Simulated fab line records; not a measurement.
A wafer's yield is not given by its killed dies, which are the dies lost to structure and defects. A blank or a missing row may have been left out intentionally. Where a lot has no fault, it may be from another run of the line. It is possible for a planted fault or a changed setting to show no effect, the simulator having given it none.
The tool behind it: which one? :: flow nand_harc :: Sampling: 6 lots, 18 wafers, 5 of 1159 route steps

## WHAT THE GAUGES READ, wafer by wafer
NHARC_END_SORT_01.
lot: L557
measured: day 23 07:05
on: prober-01
killed_at_other: 4 2 3

lot: L561
measured: day 25 06:07
on: prober-02
killed_at_other: 1 0 0

## EACH LOT AND THE TOOL THAT RAN IT (in order: tool; ch and the chambers of the sampled wafers; start)
lot: L544
NHARC_A_CONTACT_ETCH_111: har_cap_etch-03 ch 0,1, day 16 22:26
NHARC_A_CONTACT_ETCH_114: har_cap_etch-03 ch 0,1, day 16 22:49
NHARC_A_CONTACT_ETCH_123: har_cap_etch-03 ch 0,1, day 16 23:37
NHARC_A_CONTACT_ETCH_96: rie_diel-07 ch 1,2,3, day 17 00:25

lot: L543
NHARC_A_CONTACT_ETCH_111: har_cap_etch-02 ch 0,1, day 17 04:09
NHARC_A_CONTACT_ETCH_114: har_cap_etch-02 ch 0,1, day 17 04:31
NHARC_A_CONTACT_ETCH_123: har_cap_etch-02 ch 0,1, day 17 05:37
NHARC_A_CONTACT_ETCH_96: rie_diel-07 ch 0,1,3, day 17 06:28

lot: L549
NHARC_A_CONTACT_ETCH_111: har_cap_etch-01 ch 0,1, day 18 11:35
NHARC_A_CONTACT_ETCH_114: har_cap_etch-01 ch 0,1, day 18 11:56
NHARC_A_CONTACT_ETCH_123: har_cap_etch-01 ch 0,1, day 18 12:47
NHARC_A_CONTACT_ETCH_96: rie_diel-07 ch 0,2,3, day 18 13:29

lot: L553
NHARC_A_CONTACT_ETCH_111: har_cap_etch-01 ch 0,1, day 19 14:50
NHARC_A_CONTACT_ETCH_114: har_cap_etch-01 ch 0,1, day 19 15:13
NHARC_A_CONTACT_ETCH_123: har_cap_etch-01 ch 0,1, day 19 16:02
NHARC_A_CONTACT_ETCH_96: rie_diel-01 ch 2,3, day 19 16:54

lot: L557
NHARC_A_CONTACT_ETCH_111: har_cap_etch-01 ch 0,1, day 20 03:54
NHARC_A_CONTACT_ETCH_114: har_cap_etch-01 ch 0,1, day 20 04:14
NHARC_A_CONTACT_ETCH_123: har_cap_etch-01 ch 0,1, day 20 05:08
NHARC_A_CONTACT_ETCH_96: rie_diel-07 ch 2,3, day 20 05:47

lot: L561
NHARC_A_CONTACT_ETCH_111: har_cap_etch-03 ch 0,1, day 22 06:13
NHARC_A_CONTACT_ETCH_114: har_cap_etch-03 ch 0,1, day 22 06:34
NHARC_A_CONTACT_ETCH_123: har_cap_etch-03 ch 0,1, day 22 07:27
NHARC_A_CONTACT_ETCH_96: rie_diel-01 ch 0,1,3, day 22 08:08
- NHARC_A_CONTACT_ETCH_111: etches the open film in C4F8/O2/Ar, time 140 s, target depth 700 nm.
- NHARC_A_CONTACT_ETCH_114: etches the open film in C4F8/O2/Ar, time 94 s, target depth 922 nm.
- NHARC_A_CONTACT_ETCH_123: etches the open film in C4F8/O2/Ar, time 253 s, target depth 1090 nm.
- NHARC_A_CONTACT_ETCH_96: etches the open film in C4F6/O2, target depth 20 nm, time 10 s.

## THE ANSWER, worked out from the rows above alone
Rule: the usual values come from the lots themselves. The widest of any qualifying gaps counts: lots, ordered by their means at a reading, are off when they make up no more than a third of the lots, leave a main group of 4 or more, and stand apart from it by 3 or more times the standard deviation of that group's means. Not used: any main group whose means are identical at the precision the tables above print for the reading. Also off: a lot with no number at a reading for which 4 or more lots have one. The other lots that the step has rows for count as sound.
No lot is off on any of the readings shown, so nothing can be concluded from this.

## WHAT THE SIMULATOR PUT IN
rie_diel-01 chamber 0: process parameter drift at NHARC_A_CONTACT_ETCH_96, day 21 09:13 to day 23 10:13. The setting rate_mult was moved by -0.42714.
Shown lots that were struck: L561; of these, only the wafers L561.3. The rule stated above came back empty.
